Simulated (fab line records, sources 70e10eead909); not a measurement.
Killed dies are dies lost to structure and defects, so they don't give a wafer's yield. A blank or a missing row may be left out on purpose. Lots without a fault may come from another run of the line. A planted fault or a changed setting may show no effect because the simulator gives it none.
Which tool did it? | flow nand_harc | 24 lots, 72 wafers sampled, at 2 steps of a route of 1302

WHAT THE GAUGES READ, wafer by wafer
NHARC_A_M0_INSPECT_27.
lot  | measured     | on                | raw_defect_count
L074 | day 22 20:57 | defect_inspect-02 | 968 429 604
L075 | day 22 21:44 | defect_inspect-01 | 430 593 667
L076 | day 23 12:43 | defect_inspect-02 | 471 410 439
L077 | day 24 07:30 | defect_inspect-02 | 668 531 544
L078 | day 24 13:28 | defect_inspect-02 | 559 540 505
L080 | day 24 19:50 | defect_inspect-01 | 545 517 599
L079 | day 25 04:30 | defect_inspect-02 | 440 444 536
L081 | day 26 05:50 | defect_inspect-01 | 458 455 587
L083 | day 26 06:41 | defect_inspect-02 | 492 396 501
L082 | day 26 14:59 | defect_inspect-02 | 421 485 366
L085 | day 27 17:22 | defect_inspect-01 | 489 602 587
L084 | day 27 18:34 | defect_inspect-02 | 442 651 448
L086 | day 28 00:51 | defect_inspect-01 | 447 488 488
L087 | day 28 06:50 | defect_inspect-01 | 587 527 563
L088 | day 28 15:37 | defect_inspect-02 | 542 675 377
L089 | day 28 16:38 | defect_inspect-02 | 371 405 527
L091 | day 29 19:22 | defect_inspect-01 | 452 519 388
L090 | day 30 01:59 | defect_inspect-02 | 662 729 831
L092 | day 30 21:40 | defect_inspect-02 | 738 575 578
L093 | day 31 01:12 | defect_inspect-02 | 589 336 365
L096 | day 31 15:49 | defect_inspect-01 | 559 684 453
L095 | day 31 17:32 | defect_inspect-02 | 591 628 589
L097 | day 31 22:28 | defect_inspect-02 | 975 594 738
L094 | day 32 00:45 | defect_inspect-01 | 609 408 544

NHARC_A_M1_OVL_MEAS_10: pitch 240 nm.
lot  | measured     | on         | overlay_x_nm (nm) | overlay_y_nm (nm)
L074 | day 22 22:26 | overlay-02 | 1.6 1.2 0.9       | -0.4 -0.5 -0.1
L075 | day 22 23:29 | overlay-02 | 0.2 0.3 -0.3      | -0.5 0.1 0.2
L076 | day 23 14:13 | overlay-01 | 0.3 0.2 -0.6      | 0.2 0.9 0.2
L077 | day 24 09:00 | overlay-02 | -1.7 -1.5 -1.2    | -0.5 -0.7 -0.6
L078 | day 24 14:49 | overlay-01 | -1.7 -1.0 -1.1    | -0.7 0.1 -1.0
L080 | day 24 21:12 | overlay-02 | -0.3 -0.5 -0.3    | -0.6 -0.7 -0.7
L079 | day 25 05:59 | overlay-02 | 0.4 1.1 1.0       | 0.1 0.2 -0.5
L081 | day 26 07:20 | overlay-02 | 0.4 0.2 0.2       | 0.6 0.9 0.6
L083 | day 26 08:10 | overlay-01 | 0.4 0.8 0.1       | -1.0 -0.9 -1.4
L082 | day 26 16:22 | overlay-02 | -0.6 0.0 -0.1     | 1.4 1.5 0.8
L085 | day 27 18:50 | overlay-01 | -0.2 0.0 0.0      | 0.1 0.0 0.4
L084 | day 27 20:02 | overlay-01 | -0.5 -0.3 -0.3    | -0.5 -0.9 -0.6
L086 | day 28 02:20 | overlay-01 | 0.5 0.3 0.4       | -1.6 -1.2 -1.4
L087 | day 28 12:14 | overlay-01 | -0.8 -0.8 -0.2    | 0.9 1.5 0.8
L088 | day 28 17:07 | overlay-02 | 1.5 1.1 1.6       | 1.2 1.5 1.4
L089 | day 28 18:07 | overlay-02 | -1.9 -1.8 -1.7    | -0.2 -0.4 -0.2
L091 | day 29 20:44 | overlay-01 | 0.6 1.0 0.8       | 1.5 1.2 0.9
L090 | day 30 03:28 | overlay-01 | -0.2 0.0 0.2      | -0.6 -0.3 -0.9
L092 | day 30 23:01 | overlay-01 | 0.5 1.1 0.6       | 0.4 0.6 0.4
L093 | day 31 02:34 | overlay-02 | -1.6 -1.3 -0.9    | 0.6 0.2 -0.7
L096 | day 31 17:17 | overlay-01 | 0.1 0.1 0.5       | -0.6 0.0 -0.7
L095 | day 31 19:23 | overlay-01 | 0.2 0.6 -0.2      | 1.0 0.6 0.2
L097 | day 31 23:56 | overlay-01 | -0.1 -0.1 -0.1    | 1.0 1.4 1.2
L094 | day 32 02:13 | overlay-02 | 0.5 0.8 0.5       | 1.9 1.7 2.6

WHICH TOOL RAN EACH LOT (tool, then ch and the chambers of the sampled wafers, then the start)
The record holds no process step before these readings.

WHAT THE TOOLS THEMSELVES READ (means of the sampled wafers that have a number; where no wafer has one, the mark that the record gives instead)
The record holds no such reading with a usual standard deviation.

THE ANSWER, worked out from the rows above alone
Rule: what is usual is taken from the lots themselves. Put in order of their means at a reading, lots are off if they are a third of the lots or fewer, leave a main group of 4 or more, and stand apart from it by a gap of 3 or more times the standard deviation of the main group's means; of several such gaps the widest counts. A main group whose means are all the same, to the digits that the tables above print for the reading, isn't used. A lot without any number at a reading at which 4 lots or more have one is off too. The other lots that the step has rows for count as sound. The gauges are gone through in route order, then the tools' own readings, and for those a lot's mean is taken as printed above. The first step at which some lot is off is used, and at that step the reading that is off furthest; a lot without a number counts as furthest.
No lot is off at any reading shown: from this, nothing can be told.

WHAT THE SIMULATOR HAD PUT IN
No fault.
